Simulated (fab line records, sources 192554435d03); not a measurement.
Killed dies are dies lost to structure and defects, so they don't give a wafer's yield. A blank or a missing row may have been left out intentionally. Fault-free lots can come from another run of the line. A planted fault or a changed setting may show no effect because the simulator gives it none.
fab line records	flow n5-finfet	part 2 of 2: steps 24 to 33 of 33
record lots=5	wafers=15	last-day=17
route steps=1938 shown BEOL_M9@1446 BEOL_M10@1470
lots that met no fault: from a run of the same line without faults
start-h: start of the lot's first displayed wafer, in hours after the record's first day	wait-h: hours since the lot's step before	" unchanged from the row above	L1.1+2: one row covering several wafers at once	- either no value or no given start	* or withheld: withheld	< > ~ a bound
route shown NAME@n: a module of which the file shows steps, and the number in the route of the first	usual: mean and standard deviation over wafers with no fault	same: alike in all rows	chamber/n: place in a boat	sites: each site's reading	_std_site: the standard deviation of these	_edge_site: the outer-site mean with the inner-site mean subtracted	radius-mm: how far each site lies from the wafer's centre	mask NAME#n: copy n	behind: tool/chamber where the wafer was last shaped	hold: reason for holding the lot/hours on hold/outcome of the hold	device: transistor that didn't switch, given as n, p or np	end of line: at the end of the route, the tests of the same wafers	for a step that has no rows: nothing shown but its recipe	killed: the dies lost at the first sort to structure and to defects; this is not the yield of the wafer	map: per-die view of a wafer (x killed, . not killed, _ where there is no die)
set.NAME: the setting the step ran with; set.NAME@STEP: the setting that earlier step ran with	model.NAME: the simulator's own value behind a step, which no gauge read
a table for each step, a row for each wafer; lots at some steps of the route
services: the hour from which a tool's chamber was out of use, counted from the record's first day as start-h (under 0 if before that day), plus the number of hours and why
## steps
# step N5_BEOL_M9_INSPECT_58
# recipe inspect-instrument=darkfield	mode=post-dep
# usual raw-defect-count=71/25
lot.wafer	tool	chamber	start-h	wait-h	raw-defect-count
L075.3	defect-inspect-02	-	226.12	0.0	39
L075.5	"	-	"	"	44
L075.6	"	-	"	"	52
L079.1	defect-inspect-02	-	252.30	0.0	64
L079.2	"	-	"	"	69
L079.5	"	-	"	"	90
L081.1	defect-inspect-01	-	253.86	0.0	124
L081.4	"	-	"	"	93
L081.6	"	-	"	"	92
L078.2	defect-inspect-02	-	280.63	0.0	50
L078.3	"	-	"	"	86
L078.6	"	-	"	"	85
L091.3	defect-inspect-01	-	345.48	0.0	123
L091.5	"	-	"	"	47
L091.6	"	-	"	"	84
# step N5_BEOL_M10_ILD_DEP_00
# recipe material=SiCOH_lowk	target-thk-a=3085.1	temp-c=300	precursor=DEMS/porogen	pressure-torr=5	rf-w=500	time-s=58
# usual heater-power-w=324/42	showerhead-plenum-p-Torr=5.748/0.018	throttle-valve-pct=13.5/0.37
lot.wafer	tool	chamber	start-h	wait-h	heater-power-w	showerhead-plenum-p-Torr	throttle-valve-pct
L075.3	pecvd-01	0	226.16	0.0	318	5.756	13.3
L075.5	"	0	"	"	329	5.770	13.3
L075.6	"	2	"	"	331	5.751	13.4
L079.1	pecvd-02	2	252.33	0.0	293	5.748	13.7
L079.2	"	0	"	"	320	5.748	13.8
L079.5	"	2	"	"	291	5.750	13.6
L081.1	pecvd-01	0	253.89	0.0	344	5.760	13.4
L081.4	"	1	"	"	384	5.769	13.0
L081.6	"	1	"	"	392	5.765	13.1
L078.2	pecvd-01	1	280.67	0.0	384	5.765	13.0
L078.3	"	2	"	"	349	5.744	13.5
L078.6	"	2	"	"	359	5.740	13.7
L091.3	pecvd-03	0	345.52	0.0	286	5.724	14.1
L091.5	"	0	"	"	293	5.729	13.8
L091.6	"	2	"	"	270	5.736	13.3
# step N5_BEOL_M10_CURE_71
# recipe temp-c=385	time-s=240	ambient=He/Ar	material=SiCOH_lowk
# usual lamp-power-pct=52.31/0.045	wafer_temp_C_max=386.7/0.71
lot.wafer	tool	chamber	start-h	wait-h	lamp-power-pct	wafer_temp_C_max
L075.3	uv-cure-02	0	226.40	0.2	52.36	387.0
L075.5	"	0	"	"	52.26	387.2
L075.6	"	0	"	"	52.25	386.7
L079.1	uv-cure-02	1	252.51	0.1	52.28	386.2
L079.2	"	1	"	"	52.32	386.0
L079.5	"	1	"	"	52.22	385.9
L081.1	uv-cure-03	2	254.00	0.1	52.31	387.3
L081.4	"	2	"	"	52.26	387.7
L081.6	"	2	"	"	52.37	387.9
L078.2	uv-cure-01	1	280.83	0.1	52.26	386.5
L078.3	"	1	"	"	52.38	386.6
L078.6	"	1	"	"	52.30	386.9
L091.3	uv-cure-02	2	345.76	0.2	52.41	387.7
L091.5	"	2	"	"	52.27	386.9
L091.6	"	2	"	"	52.24	387.4
# step N5_BEOL_M10_THK_MEAS_01
# recipe reads=SiCOH_lowk_of_BEOL_M10_ILD_DEP_00
# usual M10_ILD_THK=268/4.5
lot.wafer	tool	chamber	start-h	wait-h	M10_ILD_THK[nm]
L075.3	film-metro-01	-	226.75	0.3	265
L075.5	"	-	"	"	270
L075.6	"	-	"	"	269
L079.1	film-metro-01	-	253.02	0.4	257
L079.2	"	-	"	"	262
L079.5	"	-	"	"	266
L081.1	film-metro-01	-	254.51	0.4	271
L081.4	"	-	"	"	276
L081.6	"	-	"	"	274
L078.2	film-metro-02	-	281.26	0.4	274
L078.3	"	-	"	"	273
L078.6	"	-	"	"	278
L091.3	film-metro-02	-	346.11	0.3	266
L091.5	"	-	"	"	268
L091.6	"	-	"	"	272
# step N5_BEOL_M10_PECVD_70
# recipe material=SiO2	target-thk-a=200	temp-c=400	precursor=TEOS/O2	pressure-torr=5.5	rf-w=450	teos-flow-sccm=53.8	gas=O2	flow-sccm=3000	time-s=22.7
# usual heater-power-w=714/97	showerhead-plenum-p-Torr=8.78/0.069	throttle-valve-pct=22.2/0.59
lot.wafer	tool	chamber	start-h	wait-h	heater-power-w	showerhead-plenum-p-Torr	throttle-valve-pct
L075.3	pecvd-02	1	226.79	0.0	917	8.86	21.7
L075.5	"	0	"	"	790	8.80	22.3
L075.6	"	2	"	"	693	8.80	21.8
L079.1	pecvd-01	0	253.06	0.0	752	8.89	21.5
L079.2	"	1	"	"	840	8.90	21.1
L079.5	"	1	"	"	822	8.86	21.2
L081.1	pecvd-03	0	254.55	0.0	617	8.75	22.2
L081.4	"	1	"	"	782	8.64	23.1
L081.6	"	0	"	"	638	8.76	22.3
L078.2	pecvd-01	0	281.30	0.0	775	8.90	21.5
L078.3	"	1	"	"	898	8.86	21.5
L078.6	"	1	"	"	900	8.89	21.5
L091.3	pecvd-03	2	346.15	0.0	586	8.77	21.7
L091.5	"	1	"	"	719	8.65	22.9
L091.6	"	2	"	"	582	8.76	21.7
# step N5_BEOL_M10_HM_DEP_02
# recipe material=TiN	target-thk-a=200	temp-c=25	chamber-pressure-pa=0.49996
# usual throttle-valve-pct=30.2/0.98
lot.wafer	tool	chamber	start-h	wait-h	throttle-valve-pct
L075.3	pvd-sputter-01	-	228.33	1.5	30.0
L075.5	"	-	"	"	31.7
L075.6	"	-	"	"	28.7
L079.1	pvd-sputter-02	-	255.32	2.2	29.6
L079.2	"	-	"	"	29.9
L079.5	"	-	"	"	29.7
L081.1	pvd-sputter-02	-	255.52	0.9	29.4
L081.4	"	-	"	"	30.2
L081.6	"	-	"	"	31.7
L078.2	pvd-sputter-01	-	281.94	0.6	28.8
L078.3	"	-	"	"	31.5
L078.6	"	-	"	"	28.7
L091.3	pvd-sputter-01	-	346.89	0.7	31.9
L091.5	"	-	"	"	31.7
L091.6	"	-	"	"	30.5
# step N5_BEOL_M10_COAT_59
# recipe resist=SOC	temp-c=250	time-s=60	spin-rpm=1500	resist-thk-nm=100
# usual dispense-pressure-kPa=51/4.5
lot.wafer	tool	chamber	start-h	wait-h	dispense-pressure-kPa
L075.3	litho-track-01	0	228.45	0.1	50
L075.5	"	0	"	"	50
L075.6	"	0	"	"	50
L079.1	litho-track-01	0	255.44	0.1	50
L079.2	"	0	"	"	50
L079.5	"	0	"	"	50
L081.1	litho-track-03	0	255.64	0.1	55
L081.4	"	0	"	"	55
L081.6	"	0	"	"	55
L078.2	litho-track-03	0	282.08	0.1	55
L078.3	"	0	"	"	55
L078.6	"	0	"	"	55
L091.3	litho-track-03	0	347.02	0.1	55
L091.5	"	0	"	"	55
L091.6	"	0	"	"	55
# step N5_BEOL_M10_COAT_60
# recipe resist=SiARC	temp-c=220	time-s=60	spin-rpm=1500	resist-thk-nm=30
# usual dispense-pressure-kPa=51/4.5
lot.wafer	tool	chamber	start-h	wait-h	dispense-pressure-kPa
L075.3	litho-track-01	0	-	-	50
L075.5	"	0	"	"	50
L075.6	"	0	"	"	50
L079.1	litho-track-01	0	-	-	50
L079.2	"	0	"	"	50
L079.5	"	0	"	"	50
L081.1	litho-track-03	0	-	-	55
L081.4	"	0	"	"	55
L081.6	"	0	"	"	55
L078.2	litho-track-03	0	-	-	55
L078.3	"	0	"	"	55
L078.6	"	0	"	"	55
L091.3	litho-track-03	0	-	-	55
L091.5	"	0	"	"	55
L091.6	"	0	"	"	55
# step N5_BEOL_M10_COAT_05
# recipe resist=CAR-ArF	spin-rpm=1500	resist-thk-nm=90
# usual dispense-pressure-kPa=51/4.5
lot.wafer	tool	chamber	start-h	wait-h	dispense-pressure-kPa
L075.3	litho-track-01	0	-	-	50
L075.5	"	0	"	"	50
L075.6	"	0	"	"	50
L079.1	litho-track-01	0	-	-	50
L079.2	"	0	"	"	50
L079.5	"	0	"	"	50
L081.1	litho-track-03	0	-	-	55
L081.4	"	0	"	"	55
L081.6	"	0	"	"	55
L078.2	litho-track-03	0	-	-	55
L078.3	"	0	"	"	55
L078.6	"	0	"	"	55
L091.3	litho-track-03	0	-	-	55
L091.5	"	0	"	"	55
L091.6	"	0	"	"	55
# step N5_BEOL_M10_EBR_07
# recipe solvent=PGMEA	ebr-width-mm=1.5
lot.wafer	tool	chamber	start-h	wait-h
L075.3+5+6	litho-track-01	0	-	-
L079.1+2+5	litho-track-01	0	-	-
L081.1+4+6	litho-track-03	0	-	-
L078.2+3+6	litho-track-03	0	-	-
L091.3+5+6	litho-track-03	0	-	-
## services
tool	chamber	start-h	hours	kind
uv-cure-01	-	200.26	0.2	repair
cvd-co-02	-	200.41	6.9	pm
rie-diel-01	1	203.57	9.8	repair
pecvd-04	1	210.67	3.4	repair
uv-cure-01	-	211.02	1.0	pm
ald-metal-02	3	226.31	2.8	repair
wet-bench-06	-	227.97	3.4	repair
cvd-co-02	2	241.25	7.8	repair
pecvd-03	0	243.03	4.9	repair
pecvd-01	2	245.23	12.9	repair
uv-cure-01	-	248.69	7.5	pm
ald-metal-02	2	249.40	6.7	repair
rie-diel-01	3	254.41	9.7	repair
rie-diel-02	3	255.88	9.2	repair
ald-metal-02	2	266.93	17.2	repair
cvd-co-02	-	268.00	0.5	repair
rie-diel-03	3	274.13	5.8	repair
rie-diel-01	3	275.10	4.1	repair
ald-metal-02	-	277.86	2.8	pm
pecvd-01	1	303.86	4.9	repair
uv-cure-02	-	306.34	2.1	pm
rie-diel-03	0	311.45	3.0	repair
rtp-anneal-02	-	316.34	5.9	pm
rie-diel-02	1	338.28	8.1	repair
